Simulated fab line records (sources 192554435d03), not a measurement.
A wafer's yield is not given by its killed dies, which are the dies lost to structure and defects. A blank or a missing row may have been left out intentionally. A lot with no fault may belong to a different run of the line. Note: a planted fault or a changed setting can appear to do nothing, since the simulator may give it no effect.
Chamber matching | flow n5Finfet | rieDiel-04 running N5_BEOL_M0_SAQP_STRIP_108: 3 sister chambers
The step strips in N2/H2. 22 wafers are shown with their chamber, then 10 later ones without.

== WAFERS, EACH WITH ITS CHAMBER ==
wafer  | chamber | showerheadPlenumPTorr (Torr) | oesProductAu (a.u.) | drypumpMotorCurrentA (A)
L075.2 | 1       | 3.33                         | 0.69                | 5.8
L075.4 | 3       | 3.43                         | 0.87                | 5.5
L075.6 | 0       | 3.19                         | 0.69                | 6.4
L074.1 | 0       | 3.19                         | 0.68                | 6.4
L074.5 | 3       | 3.43                         | 0.87                | 5.4
L074.6 | 0       | 3.19                         | 0.69                | 6.3
L079.3 | 1       | 3.33                         | 0.67                | 5.8
L079.4 | 0       | 3.19                         | 0.68                | 6.3
L079.6 | 1       | 3.33                         | 0.68                | 5.9
L080.1 | 0       | 3.19                         | 0.68                | 6.3
L080.3 | 3       | 3.43                         | 0.86                | 5.4
L080.6 | 1       | 3.33                         | 0.68                | 5.8
L081.2 | 1       | 3.33                         | 0.67                | 5.8
L081.3 | 0       | 3.18                         | 0.68                | 6.4
L081.5 | 1       | 3.33                         | 0.67                | 5.8
L084.1 | 0       | 3.18                         | 0.68                | 6.4
L084.2 | 1       | 3.32                         | 0.67                | 5.8
L084.6 | 1       | 3.32                         | 0.67                | 5.8
L085.2 | 1       | 3.32                         | 0.66                | 5.8
L085.3 | 3       | 3.42                         | 0.85                | 5.5
L085.6 | 1       | 3.32                         | 0.66                | 5.8
L090.1 | 1       | 3.32                         | 0.66                | 5.7

SIGNATURES (means of the wafers above)
reading               | chamber 0 | chamber 1 | chamber 3 | scatter within a chamber
showerheadPlenumPTorr | 3.1871    | 3.3255    | 3.4275    | 0.00508
oesProductAu          | 0.6829    | 0.6709    | 0.8625    | 0.0083
drypumpMotorCurrentA  | 6.357     | 5.800     | 5.450     | 0.0498
Rule: distance of a wafer from a chamber = root of the sum over the readings of ((wafer's reading minus chamber's mean) / reading's scatter) squared. The wafer belongs to the nearest chamber; if the next one is less than 2 further off, it can't be placed. The scatter: take each reading less its chamber's mean, square it, sum over the shown wafers, divide by the number of wafers less the number of chambers, and take the root.

== WAFERS WHOSE CHAMBER IS MISSING ==
wafer  | showerheadPlenumPTorr (Torr) | oesProductAu (a.u.) | drypumpMotorCurrentA (A)
L090.4 | 3.42                         | 0.83                | 5.4
L090.5 | 3.32                         | 0.66                | 5.8
L092.3 | 3.32                         | 0.66                | 5.8
L092.4 | 3.32                         | 0.66                | 5.8
L092.6 | 3.42                         | 0.82                | 5.4
L093.1 | 3.17                         | 0.67                | 6.3
L093.2 | 3.41                         | 0.83                | 5.4
L093.4 | 3.17                         | 0.67                | 6.4
L095.2 | 3.41                         | 0.83                | 5.4
L095.3 | 3.31                         | 0.66                | 5.8

== WHICH CHAMBER EACH ONE RAN IN ==
wafer  | from the rows above | in truth
L090.4 | 3                   | 3
L090.5 | 1                   | 1
L092.3 | 1                   | 1
L092.4 | 1                   | 1
L092.6 | 3                   | 3
L093.1 | 0                   | 0
L093.2 | 3                   | 3
L093.4 | 0                   | 0
L095.2 | 3                   | 3
L095.3 | 1                   | 1
Placed correctly: 10 of 10. Can't be placed from these rows: 0. Placed wrongly: 0.
